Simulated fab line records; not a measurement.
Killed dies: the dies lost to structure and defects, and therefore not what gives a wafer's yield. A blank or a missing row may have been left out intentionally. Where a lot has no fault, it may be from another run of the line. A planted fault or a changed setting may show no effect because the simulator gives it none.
fab line records | flow nand_harc
[record] lots = 6 wafers = 18 last_day = 32
route steps=1302 shown A_STAIRCASE@735
lots that met no fault: taken from a fault-free run of the same line
start_h: hours from the record's opening day to when the first of the lot's shown wafers began | wait_h: hours since the lot's step before | " as in the row above | L1.1+2: a row that stands for several wafers | - either no value or no given start | * or withheld: withheld | < > ~ a bound
route shown NAME@n: names a module that has steps shown in the file, with the first one's number in the route | usual: mean and standard deviation over wafers with no fault | same: alike in all rows | chamber/n: place in a boat | sites: the reading at each site | _std_site: their standard deviation | _edge_site: mean of outer sites minus mean of inner sites | radius_mm: for every site, how far away it sits from the centre of the wafer | mask NAME#n: copy n | behind: tool/chamber where the wafer was last shaped | hold: cause of the lot's hold/its duration in hours/its outcome | device: names the non-switching transistor (n, p or np) | end of line: at the end of the route, the tests of the same wafers | a step without rows: its recipe alone | killed: at the first sort, the dies lost to defects and structure; wafer yield is something else | map: a wafer's dies, marking killed ones x, the rest . and places with no die _
set.NAME: the setting the step ran with; set.NAME@STEP: the setting that earlier step ran with | model.NAME: the simulator's own value behind a step, which no gauge read
lots seen at some steps along the route; tables by step, rows by wafer
services: when a tool's chamber went out of use (start_h, in hours from the record's first day, below 0 if earlier), for how many hours, and the reason
[[steps]]
[step NHARC_A_STAIRCASE_ETCH_221]
[recipe] target_depth_a = 1000 time_s = 40.5 ion_energy_ev = 400 c4f8_flow_sccm = 20 o2_flow_sccm = 10 ar_flow_sccm = withheld rf_w = 600 bias_w = 1000 chemistry = C4F8/O2
[usual] oes_product_au = 0.937/0.015 rf_vpp_V = 895/6.7
// columns lot.wafer tool chamber start_h wait_h oes_product_au rf_hours_counter_h rf_vpp_V
L977.1 rie_diel-05 3 - - 0.925 51 897
L977.5 " 1 " " 0.935 - 890
L977.6 " 2 " " 0.938 - 898
L986.3 rie_diel-11 3 - - 0.946 16 894
L986.4 " 0 " " 0.931 18 888
L986.5 " 3 " " 0.948 - 894
L988.1 rie_diel-11 0 - - 0.918 22 887
L988.4 " 1 " " 0.944 22 890
L988.5 " 0 " " 0.919 - 888
L994.4 rie_diel-11 0 - - 0.938 39 888
L994.3 " 1 " " 0.958 42 888
L994.1 " 2 " " 0.958 40 906
L996.2 rie_diel-11 1 - - 0.930 47 888
L996.1 " 2 " " 0.937 44 906
L996.5 " 2 " " 0.939 - 905
L995.4 rie_diel-09 0 - - 0.959 22 904
L995.5 " 2 " " 0.930 - 898
L995.6 " 3 " " 0.944 - 905
[step NHARC_A_STAIRCASE_TRIM_222]
[recipe] time_s = 211.2 o2_flow_sccm = 500 ar_flow_sccm = 0 bias_w = 0 chemistry = O2
[step NHARC_A_STAIRCASE_ETCH_223]
[recipe] target_depth_a = 1000 time_s = 40.5 ion_energy_ev = 400 c4f8_flow_sccm = 20 o2_flow_sccm = 10 ar_flow_sccm = withheld rf_w = 600 bias_w = 1000 chemistry = C4F8/O2
[step NHARC_A_STAIRCASE_TRIM_224]
[recipe] time_s = 211.2 o2_flow_sccm = 500 ar_flow_sccm = 0 bias_w = 0 chemistry = O2
[step NHARC_A_STAIRCASE_ETCH_225]
[recipe] target_depth_a = 1000 time_s = 40.5 ion_energy_ev = 400 c4f8_flow_sccm = 20 o2_flow_sccm = 10 ar_flow_sccm = withheld rf_w = 600 bias_w = 1000 chemistry = C4F8/O2
[step NHARC_A_STAIRCASE_TRIM_226]
[recipe] time_s = 211.2 o2_flow_sccm = 500 ar_flow_sccm = 0 bias_w = 0 chemistry = O2
[step NHARC_A_STAIRCASE_ETCH_227]
[recipe] target_depth_a = 1000 time_s = 40.5 ion_energy_ev = 400 c4f8_flow_sccm = 20 o2_flow_sccm = 10 ar_flow_sccm = withheld rf_w = 600 bias_w = 1000 chemistry = C4F8/O2
[step NHARC_A_STAIRCASE_TRIM_229]
[recipe] time_s = 211.2 o2_flow_sccm = 500 ar_flow_sccm = 0 bias_w = 0 chemistry = O2
[usual] chamber_pressure_mTorr = 60.00/0.055 drypump_motor_current_A = 5.71/0.27 oes_product_au = 0.996/0.0093 rf_vpp_V = 57.7/0.9 showerhead_plenum_p_Torr = 3.48/0.17 throttle_valve_pct = 17.036/0.0093
[same] bias_w = 0
// columns lot.wafer tool chamber start_h wait_h chamber_pressure_mTorr drypump_motor_current_A oes_product_au rf_hours_counter_h rf_vpp_V showerhead_plenum_p_Torr throttle_valve_pct
L977.1 rie_diel-05 0 391.71 0.1 60.04 5.57 0.992 58 57.4 3.35 17.037
L977.6 " 0 " " 60.02 5.57 0.992 - 56.5 3.35 17.024
L977.5 " 1 " " 60.01 5.77 1.012 - 56.6 3.33 17.017
L986.4 rie_diel-11 1 485.74 0.1 59.87 5.47 1.008 16 56.6 3.33 17.027
L986.3 " 2 " " 60.09 6.08 1.008 14 59.2 3.80 17.031
L986.5 " 1 " " 59.99 5.46 1.003 - 57.0 3.33 17.041
L988.1 rie_diel-11 3 506.62 0.1 60.03 5.67 0.995 23 58.8 3.46 17.041
L988.4 " 1 " " 60.02 5.47 1.003 23 56.7 3.33 17.043
L988.5 " 3 " " 59.72 5.69 0.994 - 57.0 3.46 17.060
L994.4 rie_diel-11 1 553.69 0.1 59.97 5.46 1.006 42 56.8 3.32 17.034
L994.3 " 2 " " 60.14 6.06 1.014 40 58.8 3.78 17.063
L994.1 " 3 " " 60.01 5.70 0.982 40 58.2 3.45 17.039
L996.1 rie_diel-09 2 571.35 0.1 59.97 5.94 1.000 23 58.7 3.56 17.044
L996.2 " 0 " " 60.02 5.32 1.009 22 58.7 3.79 17.043
L996.5 " 1 " " 60.00 5.44 1.003 - 57.4 3.59 17.047
L995.4 rie_diel-09 1 572.42 0.3 60.07 5.44 0.993 23 58.5 3.59 17.040
L995.5 " 0 " " 60.07 5.32 0.996 - 57.4 3.79 17.040
L995.6 " 1 " " 59.96 5.43 0.992 - 57.6 3.59 17.030
[step NHARC_A_STAIRCASE_ETCH_230]
[recipe] target_depth_a = 1000 time_s = 40.5 ion_energy_ev = 400 c4f8_flow_sccm = 20 o2_flow_sccm = 10 ar_flow_sccm = withheld rf_w = 600 bias_w = 1000 chemistry = C4F8/O2
[usual] oes_product_au = 0.946/0.017 rf_vpp_V = 895/6.3
// columns lot.wafer tool chamber start_h wait_h oes_product_au rf_hours_counter_h rf_vpp_V
L977.1 rie_diel-05 0 - - 0.929 58 889
L977.6 " 0 " " 0.932 - 889
L977.5 " 1 " " 0.944 - 889
L986.3 rie_diel-11 0 - - 0.928 19 889
L986.4 " 2 " " 0.954 14 905
L986.5 " 1 " " 0.950 - 888
L988.1 rie_diel-11 1 - - 0.950 23 888
L988.4 " 3 " " 0.926 23 892
L988.5 " 2 " " 0.948 - 908
L994.4 rie_diel-11 1 - - 0.937 42 888
L994.3 " 2 " " 0.953 40 905
L994.1 " 3 " " 0.937 40 892
L996.1 rie_diel-09 3 - - 0.965 24 906
L996.2 " 1 " " 0.949 22 899
L996.5 " 0 " " 0.969 - 905
L995.4 rie_diel-09 1 - - 0.950 23 899
L995.6 " 0 " " 0.950 - 906
L995.5 " 1 " " 0.945 - 897
[step NHARC_A_STAIRCASE_TRIM_231]
[recipe] time_s = 211.2 o2_flow_sccm = 500 ar_flow_sccm = 0 bias_w = 0 chemistry = O2
[usual] chamber_pressure_mTorr = 60.00/0.053 drypump_motor_current_A = 5.72/0.27 oes_product_au = 0.999/0.0098 rf_vpp_V = 57.7/0.97 showerhead_plenum_p_Torr = 3.49/0.17 throttle_valve_pct = 17.037/0.0081
[same] bias_w = 0
// columns lot.wafer tool chamber start_h wait_h chamber_pressure_mTorr drypump_motor_current_A oes_product_au rf_hours_counter_h rf_vpp_V showerhead_plenum_p_Torr throttle_valve_pct
L977.1 rie_diel-05 2 - - 60.03 6.10 1.000 55 57.5 3.60 17.031
L977.5 " 1 " " 59.99 5.76 1.007 - 57.3 3.33 17.031
L977.6 " 2 " " 60.06 6.09 1.010 - 58.8 3.60 17.033
L986.4 rie_diel-11 1 - - 59.99 5.48 1.008 17 57.8 3.33 17.051
L986.3 " 0 " " 60.03 5.98 0.979 19 55.7 3.31 17.041
L986.5 " 2 " " 59.99 6.06 1.013 - 59.6 3.80 17.030
L988.4 rie_diel-11 1 - - 60.04 5.49 1.024 23 58.6 3.33 17.054
L988.1 " 2 " " 60.02 6.08 1.013 21 58.0 3.80 17.044
L988.5 " 0 " " 59.91 5.96 0.987 - 57.3 3.31 17.037
L994.3 rie_diel-11 0 - - 60.01 5.95 0.994 40 56.6 3.30 17.026
L994.1 " 1 " " 59.96 5.50 1.015 43 56.5 3.32 17.036
L994.4 " 2 " " 60.07 6.08 1.015 40 57.0 3.78 17.054
L996.1 rie_diel-09 1 - - 59.99 5.45 1.011 22 57.1 3.59 17.037
L996.2 " 0 " " 59.90 5.31 1.004 22 59.2 3.79 17.036
L996.5 " 2 " " 59.96 5.91 0.998 - 59.0 3.56 17.040
L995.4 rie_diel-09 2 - - 59.99 5.79 0.999 24 58.3 3.56 17.021
L995.5 " 3 " " 60.06 5.33 1.008 - 57.3 3.79 17.037
L995.6 " 0 " " 59.97 5.30 1.000 - 58.4 3.79 17.047
[step NHARC_A_STAIRCASE_ETCH_232]
[recipe] target_depth_a = 1000 time_s = 40.5 ion_energy_ev = 400 c4f8_flow_sccm = 20 o2_flow_sccm = 10 ar_flow_sccm = withheld rf_w = 600 bias_w = 1000 chemistry = C4F8/O2
[usual] oes_product_au = 0.942/0.013 rf_vpp_V = 894/6.3
// columns lot.wafer tool chamber start_h wait_h oes_product_au rf_hours_counter_h rf_vpp_V
L977.1 rie_diel-05 0 - - 0.940 58 890
L977.6 " 0 " " 0.941 - 889
L977.5 " 1 " " 0.951 - 888
L986.3 rie_diel-11 0 - - 0.936 19 889
L986.4 " 3 " " 0.952 17 893
L986.5 " 1 " " 0.944 - 888
L988.4 rie_diel-11 2 - - 0.952 21 906
L988.1 " 0 " " 0.934 23 888
L988.5 " 3 " " 0.930 - 895
L994.3 rie_diel-11 2 - - 0.955 40 907
L994.4 " 3 " " 0.942 40 892
L994.1 " 0 " " 0.930 40 888
L996.2 rie_diel-09 1 - - 0.932 22 898
L996.1 " 2 " " 0.934 24 898
L996.5 " 0 " " 0.946 - 905
L995.4 rie_diel-09 1 - - 0.930 24 898
L995.6 " 2 " " 0.925 - 898
L995.5 " 3 " " 0.936 - 906
[step NHARC_A_STAIRCASE_TRIM_233]
[recipe] time_s = 211.2 o2_flow_sccm = 500 ar_flow_sccm = 0 bias_w = 0 chemistry = O2
[usual] bias_w = 0/0 chamber_pressure_mTorr = 60.00/0.052 drypump_motor_current_A = 5.72/0.27 oes_product_au = 0.999/0.0089 rf_vpp_V = 57.8/0.98 showerhead_plenum_p_Torr = 3.50/0.18 throttle_valve_pct = 17.036/0.0093
// columns lot.wafer tool chamber start_h wait_h bias_w chamber_pressure_mTorr drypump_motor_current_A oes_product_au rf_hours_counter_h rf_vpp_V showerhead_plenum_p_Torr throttle_valve_pct
L977.1 rie_diel-05 2 392.24 - 0 59.96 6.07 1.003 55 58.4 3.60 17.032
L977.6 " 0 " " 0 60.02 5.57 0.994 - 57.7 3.35 17.022
L977.5 " 1 " " 0 59.94 5.81 0.999 - 58.3 3.33 17.027
L986.4 rie_diel-11 1 486.24 - - - - - - - - -
L986.3 " 2 " " - - - - - - - -
L986.5 " 0 " " - - - - - - - -
L988.4 rie_diel-11 0 507.12 - - - - - - - - -
L988.1 " 1 " " - - - - - - - -
L988.5 " 0 " " - - - - - - - -
L994.4 rie_diel-11 1 554.19 - 0 59.98 5.47 1.004 43 57.8 3.32 17.025
L994.1 " 2 " " 0 60.07 6.05 1.002 40 58.7 3.78 17.050
L994.3 " 3 " " 0 59.95 5.69 0.983 40 56.9 3.45 17.042
L996.2 rie_diel-09 3 571.90 - 0 60.01 5.36 1.006 24 59.3 3.79 17.032
L996.1 " 0 " " 0 59.99 5.33 1.002 23 58.7 3.79 17.027
L996.5 " 0 " " 0 59.96 5.32 1.001 - 58.9 3.79 17.033
L995.4 rie_diel-09 1 573.36 - 0 59.99 5.46 0.995 24 59.0 3.59 17.046
L995.6 " 0 " " 0 59.94 5.32 1.005 - 58.1 3.79 17.053
L995.5 " 1 " " 0 60.01 5.44 0.999 - 57.1 3.59 17.023
[step NHARC_A_STAIRCASE_ETCH_234]
[recipe] target_depth_a = 1000 time_s = 40.5 ion_energy_ev = 400 c4f8_flow_sccm = 20 o2_flow_sccm = 10 ar_flow_sccm = withheld rf_w = 600 bias_w = 1000 chemistry = C4F8/O2
[[services]]
// columns tool chamber start_h hours kind
rie_diel-11 0 392.62 - clean
rie_diel-11 1 392.62 - clean
rie_diel-11 2 392.62 - clean
rie_diel-11 3 392.62 - clean
rie_diel-11 3 395.85 1.2 repair
rie_diel-05 - 406.60 9.0 pm
rie_diel-11 0 417.14 - clean
rie_diel-11 1 417.14 - clean
rie_diel-11 2 417.14 - clean
rie_diel-11 3 417.14 - clean
rie_diel-11 - 435.80 9.0 pm
rie_diel-11 0 435.80 9.0 vent_cycle
rie_diel-11 1 435.80 9.0 vent_cycle
rie_diel-11 2 435.80 9.0 vent_cycle
rie_diel-11 3 435.80 9.0 vent_cycle
rie_diel-11 0 444.80 - clean
rie_diel-11 1 444.80 - clean
rie_diel-11 1 444.80 - consumable_replace:esc
rie_diel-11 1 444.80 - consumable_replace:focus_ring
rie_diel-09 3 478.20 7.3 repair
rie_diel-09 - 498.49 9.0 pm
rie_diel-05 2 514.91 3.0 repair
rie_diel-05 0 554.66 1.3 repair
rie_diel-11 - 555.10 0.7 repair
[[key]]
[first_sign] step = NHARC_A_STAIRCASE_TRIM_233 reading = tool_record direction = missing
effect none on later readings
met_at NHARC_A_STAIRCASE_TRIM_233
struck_wafers L986.3,L986.4,L986.5,L988.1,L988.4,L988.5
later_rows_left_out L986.3,L986.4,L986.5,L988.1,L988.4,L988.5
sort_left_out L986.3,L986.4,L986.5,L988.1,L988.4,L988.5
tester_left_out L986,L988
[fault] kind = skipped_step_whole tool = rie_diel-11 chamber = - onset_h = 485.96 steps = NHARC_A_STAIRCASE_TRIM_233 scope = struck_lots_only
// tester_left_out: of these lots the tester's yield and bins aren't shown, on N5 and GAA mostly nor the transistor test; their killed dies are dies lost to structure and defects alone, not to doping, threshold or leakage, so they don't give the yield
// sort_left_out: the simulated sort isn't trusted on such a fault, so these wafers' sort isn't shown, and their yield isn't known
// later_rows_left_out: the simulator's readings of these wafers behind a module that went badly wrong aren't trusted and aren't shown, but for the sort
